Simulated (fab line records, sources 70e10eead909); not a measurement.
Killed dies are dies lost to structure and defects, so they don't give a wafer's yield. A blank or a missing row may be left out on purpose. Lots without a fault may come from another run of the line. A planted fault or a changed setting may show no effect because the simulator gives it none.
Chamber matching | flow nand_harc | NHARC_A_CONTACT_DEP_29 on pecvd-02: 3 sister chambers
The step deposits SiON, target thk 100 nm. 3 wafers are shown with their chamber, then 7 later ones without.

WAFERS WITH THEIR CHAMBER
wafer  | chamber | heater_power_w (W)
L083.2 | 2       | 746
L085.2 | 0       | 718
L085.3 | 1       | 698

WAFERS WITHOUT THEIR CHAMBER
wafer  | heater_power_w (W)
L085.5 | 695
L090.1 | 695
L090.5 | 737
L090.6 | 774
L095.3 | 654
L095.4 | 724
L095.5 | 724

WHICH CHAMBER EACH WENT THROUGH
wafer  | from the rows above          | in truth
L085.5 | can't be placed: 1 or 0      | 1
L090.1 | can't be placed: 1 or 0      | 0
L090.5 | can't be placed: 2 or 0 or 1 | 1
L090.6 | can't be placed: 2 or 0      | 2
L095.3 | can't be placed: 1 or 0      | 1
L095.4 | can't be placed: 0 or 2 or 1 | 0
L095.5 | can't be placed: 0 or 2 or 1 | 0
Placed correctly: 0 of 7. Can't be placed from these rows: 7 (the true chamber is among the candidates in 7). Placed wrongly: 0.
How it was worked out, from the rows above alone: a wafer's distance from a chamber is the root of the sum, over the readings, of the square of ((its reading less the chamber's mean) divided by the reading's scatter). The wafer belongs to the nearest chamber; if the next one is less than 2 further off, it can't be placed. A chamber's mean is the mean of its shown wafers. The scatter: with one shown wafer a chamber, the root of the mean of the squares of how far each hidden wafer lies from its nearest shown one.
